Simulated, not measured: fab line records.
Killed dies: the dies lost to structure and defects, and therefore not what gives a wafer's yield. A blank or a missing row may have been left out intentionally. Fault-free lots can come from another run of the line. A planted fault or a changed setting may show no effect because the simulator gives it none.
fab line records    flow n5_finfet
record: lots: 10  wafers: 30  last_day: 18
route steps=1938 shown BEOL_M13@1676
lots that met no fault: taken from a fault-free run of the same line
start_h: the number of hours between the record's first day and the start of the first shown wafer of the lot    wait_h: hours elapsed since this lot's preceding step    " the same as in the row above    L1.1+2: one row covering several wafers at once    - no value, or no start given    * or withheld: withheld    < > ~ a bound
route shown NAME@n: NAME is a module with steps in the file, n the number in the route of the first one    usual: mean/standard deviation taken from wafers without a fault    same: alike in all rows    chamber/n: place in a boat    sites: per-site readings    _std_site: the standard deviation of these    _edge_site: the outer-site mean with the inner-site mean subtracted    radius_mm: for every site, how far away it sits from the centre of the wafer    mask NAME#n: copy n    behind: the tool/chamber that last shaped the wafer    hold: reason for holding the lot/hours on hold/outcome of the hold    device: the n, p or np transistor that did not switch    end of line: tests run on the same wafers once the route is complete    a step given without rows: its recipe and nothing more    killed: dies lost to structure and defects at the first sort, not the wafer's yield    map: dies across one wafer; x = killed, . = not, _ = none there
set.NAME: the setting as run; set.NAME@STEP: as run at that earlier step    model.NAME: the simulator's own value behind a step, which no gauge read
a sample of lots followed through the steps of the route, with each step as a table and each wafer as a row
services: from which hour (start_h, from the record's first day; less than 0 if before it) a tool's chamber was out of use, for how many hours, and why
== steps ==
step: N5_BEOL_M13_STRIP_64
recipe: chemistry: N2/H2  power_w: 1000  temp_c: 250  h2_frac: 0.65  overash_fraction: 0.3  pressure_mtorr: withheld  n2_flow_sccm: 1750  h2_flow_sccm: 3250
usual: drypump_motor_current_A: 5.4/0.48  heater_power_w: 336/22  n2_flow_sccm: 1750/5.5  oes_product_au: 0.715/0.0045  strip_time_to_endpoint_s: 31.31/0.071
same: overash_fraction: 0.3
lot.wafer  tool             chamber  start_h  wait_h  drypump_motor_current_A  heater_power_w  n2_flow_sccm  oes_product_au  rf_hours_counter_h  strip_time_to_endpoint_s
L113.1     plasma_asher-02  0        264.51   0.0     5.7                      300             1739          0.719           122                 31.23
L113.5     "                0        "        "       5.7                      300             1742          0.719           -                   31.26
L113.6     "                1        "        "       5.0                      338             1751          0.711           -                   31.33
L115.1     plasma_asher-02  0        268.98   0.0     5.8                      299             1751          0.714           123                 31.34
L115.5     "                1        "        "       5.0                      349             1749          0.719           -                   31.32
L115.6     "                0        "        "       5.7                      302             1753          0.704           -                   31.28
L116.3     plasma_asher-01  1        280.97   0.0     6.0                      363             1751          0.716           -                   31.22
L116.4     "                0        "        "       4.9                      322             1750          0.710           -                   31.22
L116.6     "                0        "        "       4.9                      328             1748          0.712           -                   31.17
L118.1     plasma_asher-01  1        285.96   0.0     6.0                      353             1753          0.718           81                  31.45
L118.3     "                0        "        "       4.9                      319             1760          0.715           -                   31.40
L118.5     "                1        "        "       6.0                      350             1753          0.720           -                   31.34
L119.1     plasma_asher-01  0        297.76   0.0     4.9                      337             1747          0.717           82                  31.27
L119.4     "                0        "        "       4.9                      328             1751          0.709           -                   31.37
L119.6     "                0        "        "       4.9                      321             1754          0.713           -                   31.22
L124.1     plasma_asher-01  1        338.80   0.0     6.0                      355             1741          0.716           91                  31.37
L124.4     "                0        "        "       5.0                      325             1756          0.715           -                   31.38
L124.5     "                1        "        "       5.9                      364             1750          0.714           -                   31.36
L126.1     plasma_asher-02  1        343.86   0.0     5.0                      337             1750          0.721           137                 31.32
L126.2     "                0        "        "       5.8                      293             1750          0.716           137                 31.40
L126.6     "                1        "        "       5.0                      347             1765          0.714           -                   31.31
L129.1     plasma_asher-01  1        363.95   0.0     6.0                      346             1750          0.715           95                  31.39
L129.4     "                0        "        "       4.9                      330             1741          0.712           -                   31.38
L129.6     "                1        "        "       6.0                      350             1750          0.716           -                   31.42
L132.1     plasma_asher-01  0        370.12   0.0     4.9                      329             1748          0.720           98                  31.27
L132.4     "                0        "        "       4.9                      320             1751          0.722           -                   31.31
L132.6     "                0        "        "       4.9                      331             1754          0.710           -                   31.29
L135.1     plasma_asher-02  1        405.07   0.0     5.0                      357             1743          0.718           146                 31.18
L135.4     "                0        "        "       5.7                      302             1747          0.719           -                   31.26
L135.6     "                0        "        "       5.7                      301             1747          0.718           -                   31.21
step: N5_BEOL_M13_INSPECT_30
recipe: mode: adi  inspect_instrument: macro
usual: raw_defect_count: 2.1/1.5
lot.wafer  tool               chamber  start_h  wait_h  raw_defect_count
L113.1     defect_inspect-01  -        265.17   0.0     2
L113.5     "                  -        "        "       0
L113.6     "                  -        "        "       1
L115.1     defect_inspect-02  -        269.63   0.0     1
L115.5     "                  -        "        "       1
L115.6     "                  -        "        "       1
L116.3     defect_inspect-01  -        281.61   0.0     2
L116.4     "                  -        "        "       3
L116.6     "                  -        "        "       1
L118.1     defect_inspect-01  -        286.61   0.0     1
L118.3     "                  -        "        "       1
L118.5     "                  -        "        "       2
L119.1     defect_inspect-01  -        298.42   0.0     5
L119.4     "                  -        "        "       2
L119.6     "                  -        "        "       2
L124.1     defect_inspect-02  -        339.58   0.0     2
L124.4     "                  -        "        "       1
L124.5     "                  -        "        "       1
L126.1     defect_inspect-01  -        344.39   0.0     1
L126.2     "                  -        "        "       3
L126.6     "                  -        "        "       3
L129.1     defect_inspect-01  -        364.48   0.0     2
L129.4     "                  -        "        "       2
L129.6     "                  -        "        "       0
L132.1     defect_inspect-02  -        370.64   0.0     2
L132.4     "                  -        "        "       2
L132.6     "                  -        "        "       9
L135.1     defect_inspect-02  -        405.61   0.0     1
L135.4     "                  -        "        "       1
L135.6     "                  -        "        "       5
step: N5_BEOL_M13_DESCUM_33
recipe: chemistry: O2  time_s: 7.9  source_power_w: 50  bias_power_w: 20  pressure_mtorr: 20  rf_frequency_hz: 2.712e+07  temp_c: 40  o2_flow_sccm: 225
usual: chamber_pressure_mTorr: 20.000/0.017  drypump_motor_current_A: 5.7/0.32  oes_product_au: 0.78/0.081  rf_vpp_V: 242.9/1.8  showerhead_plenum_p_Torr: 2.08/0.098  throttle_valve_pct: 20.5/0.33
lot.wafer  tool         chamber  start_h  wait_h  chamber_pressure_mTorr  drypump_motor_current_A  oes_product_au  rf_hours_counter_h  rf_vpp_V  showerhead_plenum_p_Torr  throttle_valve_pct
L113.1     rie_diel-06  0        265.44   0.3     20.001                  5.7                      0.79            130                 245.3     2.18                      20.5
L113.5     "            3        "        "       19.990                  5.3                      0.93            -                   244.2     2.22                      20.0
L113.6     "            2        "        "       19.968                  5.8                      0.71            -                   242.1     2.00                      20.8
L115.1     rie_diel-02  3        269.66   0.0     20.006                  5.5                      0.72            189                 242.5     2.08                      20.6
L115.5     "            2        "        "       20.017                  5.5                      0.75            -                   241.3     2.01                      20.4
L115.6     "            1        "        "       20.013                  6.3                      0.77            -                   244.5     2.20                      20.8
L116.3     rie_diel-06  2        281.64   0.0     20.020                  5.9                      0.71            194                 242.0     2.00                      20.8
L116.4     "            1        "        "       20.027                  5.9                      0.74            165                 240.7     1.93                      21.0
L116.6     "            0        "        "       19.996                  5.7                      0.80            -                   244.2     2.18                      20.5
L118.1     rie_diel-02  0        286.69   0.1     19.997                  5.4                      0.94            10                  242.5     2.14                      20.1
L118.3     "            1        "        "       19.976                  6.3                      0.76            132                 244.6     2.19                      20.9
L118.5     "            2        "        "       19.987                  5.5                      0.75            -                   241.7     2.01                      20.4
L119.1     rie_diel-06  3        298.45   0.0     20.005                  5.3                      0.91            36                  245.2     2.22                      20.0
L119.4     "            1        "        "       20.025                  5.9                      0.73            170                 239.9     1.93                      21.0
L119.6     "            0        "        "       19.986                  5.7                      0.77            -                   243.9     2.18                      20.5
L124.1     rie_diel-05  3        339.72   0.1     19.988                  5.5                      0.85            64                  242.4     2.03                      20.3
L124.4     "            1        "        "       20.004                  5.2                      0.81            -                   242.1     2.03                      20.4
L124.5     "            3        "        "       19.988                  5.6                      0.84            -                   242.1     2.03                      20.3
L126.1     rie_diel-06  0        344.51   0.1     20.009                  5.7                      0.76            155                 244.9     2.17                      20.5
L126.2     "            3        "        "       20.009                  5.3                      0.89            50                  245.4     2.21                      20.1
L126.6     "            0        "        "       20.002                  5.7                      0.76            -                   243.8     2.17                      20.5
L129.1     rie_diel-05  0        364.52   0.0     19.999                  6.2                      0.70            217                 242.6     2.06                      20.4
L129.4     "            1        "        "       19.980                  5.2                      0.81            -                   243.1     2.02                      20.4
L129.6     "            2        "        "       19.984                  6.0                      0.98            -                   244.9     2.14                      19.9
L132.1     rie_diel-06  1        370.90   0.3     20.003                  5.9                      0.72            193                 239.9     1.92                      21.0
L132.4     "            3        "        "       19.998                  5.3                      0.88            57                  244.1     2.21                      20.1
L132.6     "            2        "        "       20.010                  5.8                      0.69            -                   241.5     1.99                      20.9
L135.1     rie_diel-06  3        406.09   0.5     19.998                  5.3                      0.85            67                  245.8     2.21                      20.1
L135.4     "            1        "        "       20.007                  5.9                      0.70            201                 241.1     1.92                      21.0
L135.6     "            2        "        "       19.993                  5.9                      0.68            -                   243.2     1.98                      20.9
step: N5_BEOL_M13_SPUTTER_43
recipe: material: TaN  target_thk_a: 150  temp_c: 50  bias_v: 168.6  power_w: 15000  chamber_pressure_pa: 0.12  time_s: 24.19
usual: throttle_valve_pct: 30.1/1.1
lot.wafer  tool            chamber  start_h  wait_h  throttle_valve_pct
L113.1     pvd_sputter-03  -        267.36   0.0     29.7
L113.5     "               -        "        "       30.3
L113.6     "               -        "        "       31.2
L115.1     pvd_sputter-03  -        271.02   0.0     30.1
L115.5     "               -        "        "       30.1
L115.6     "               -        "        "       30.3
L116.3     pvd_sputter-02  -        286.74   0.0     28.6
L116.4     "               -        "        "       31.1
L116.6     "               -        "        "       28.2
L118.1     pvd_sputter-01  -        288.30   0.0     29.4
L118.3     "               -        "        "       29.7
L118.5     "               -        "        "       31.7
L119.1     pvd_sputter-01  -        303.16   0.0     29.6
L119.4     "               -        "        "       30.2
L119.6     "               -        "        "       30.1
L124.1     pvd_sputter-02  -        340.99   0.0     30.9
L124.4     "               -        "        "       28.6
L124.5     "               -        "        "       31.0
L126.1     pvd_sputter-01  -        348.33   0.0     29.5
L126.2     "               -        "        "       32.0
L126.6     "               -        "        "       32.0
L129.1     pvd_sputter-02  -        366.86   0.0     30.8
L129.4     "               -        "        "       30.9
L129.6     "               -        "        "       28.2
L132.1     pvd_sputter-03  -        374.04   0.0     31.4
L132.4     "               -        "        "       28.5
L132.6     "               -        "        "       30.4
L135.1     pvd_sputter-01  -        409.17   0.0     30.0
L135.4     "               -        "        "       29.9
L135.6     "               -        "        "       31.9
step: N5_BEOL_M13_CMP_49
recipe: stop_on: SiOC  t_overpolish_s: 17.1  down_force_psi: 1  platen_rpm: 50  clearing_platen_down_force_psi: 1.5  clearing_platen_rpm: 50  post_cmp_clean: cu_alkaline  target_thk_nm: 420  clearing_platen_pad_velocity_m_s: 0.99484  pad_velocity_m_s: 0.99484
usual: barrier_field_endpoint_s: 30.1/0.65  motor_current_A: 6.0/0.69  slurry_flow_ml_min: 150.1/0.48
lot.wafer  tool    chamber  start_h  wait_h  barrier_field_endpoint_s  motor_current_A  slurry_flow_ml_min
L113.1     cmp-01  2        268.32   0.3     28.8                      5.7              149.4
L113.6     "       1        "        "       29.1                      6.0              150.2
L113.5     "       2        "        "       29.0                      5.6              149.2
L115.1     cmp-02  2        271.81   0.3     29.3                      5.6              150.0
L115.6     "       1        "        "       29.3                      6.4              149.7
L115.5     "       2        "        "       29.8                      5.1              149.4
L116.3     cmp-01  2        287.56   0.2     30.4                      5.7              150.5
L116.4     "       3        "        "       30.8                      6.3              150.0
L116.6     "       0        "        "       30.3                      5.6              149.6
L118.1     cmp-01  0        289.08   0.3     30.8                      5.8              149.6
L118.3     "       2        "        "       29.7                      5.5              150.8
L118.5     "       3        "        "       31.0                      6.3              149.7
L119.1     cmp-03  1        304.30   0.3     29.5                      5.6              150.2
L119.4     "       2        "        "       31.1                      6.6              150.6
L119.6     "       3        "        "       29.6                      8.1              149.6
L124.1     cmp-02  0        341.82   0.3     29.7                      5.3              150.0
L124.4     "       2        "        "       28.0                      5.3              149.9
L124.5     "       3        "        "       29.1                      5.8              151.0
L126.1     cmp-01  0        349.11   0.3     25.0                      5.8              150.7
L126.2     "       2        "        "       25.0                      5.7              149.6
L126.6     "       3        "        "       30.7                      6.2              150.1
L129.4     cmp-03  3        368.30   0.1     29.7                      7.9              149.6
L129.1     "       2        "        "       30.4                      6.3              150.4
L129.6     "       0        "        "       29.9                      5.6              150.8
L132.4     cmp-01  2        374.86   0.2     31.1                      6.0              150.0
L132.1     "       3        "        "       31.2                      6.6              150.2
L132.6     "       0        "        "       31.3                      5.6              149.9
L135.1     cmp-01  2        410.06   0.3     30.4                      5.6              149.4
L135.4     "       3        "        "       30.5                      6.4              149.5
L135.6     "       0        "        "       30.3                      5.8              149.9
== services ==
tool             chamber  start_h  hours  kind
cmp-03           -        243.11   0.5    repair
cmp-01           -        247.09   1.8    repair
cmp-02           -        247.15   4.0    pm
cmp-02           -        256.86   1.4    repair
cmp-01           -        268.50   4.0    pm
pvd_sputter-03   -        271.86   1.3    repair
cmp-01           -        272.50   -      consumable_replace:conditioner
cmp-01           -        279.79   0.9    repair
rie_diel-05      0        290.58   14.1   repair
cmp-01           -        306.65   1.1    repair
rie_diel-06      2        323.89   4.5    repair
cmp-02           -        326.83   0.7    repair
cmp-02           -        348.91   3.7    pm
cmp-03           -        350.81   3.5    repair
rie_diel-02      1        351.37   14.6   repair
cmp-02           -        352.96   1.1    repair
rie_diel-05      3        356.99   15.0   repair
plasma_asher-02  -        367.16   16.7   pm
plasma_asher-01  -        389.86   2.8    pm
rie_diel-05      1        391.04   3.1    repair
rie_diel-05      0        394.11   18.5   repair
cmp-03           -        401.01   2.1    repair
cmp-03           -        407.75   0.5    repair
cmp-03           -        409.65   4.0    pm
== key ==
first_sign: step: N5_BEOL_M13_CMP_49  reading: barrier_field_endpoint_s  direction: down  sigmas: 7.8  usual: 30.1  struck: 25.0
effect none on later readings
met_at N5_BEOL_M13_SPUTTER_43
struck_lots L126
struck_wafers L126.1,L126.2
not_acting_at N5_BEOL_M13_STRIP_64,N5_BEOL_M13_INSPECT_30,N5_BEOL_M13_DESCUM_33
onset_between 303.16 348.33
fault: kind: process_parameter_drift  tool: pvd_sputter-01  chamber: -  onset_h: 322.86  steps: N5_BEOL_M13_SPUTTER_43  channel: time_s  offset: *  shape: step  end_h: 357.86  scope: struck_wafers_only  acts_in: *  stated: *
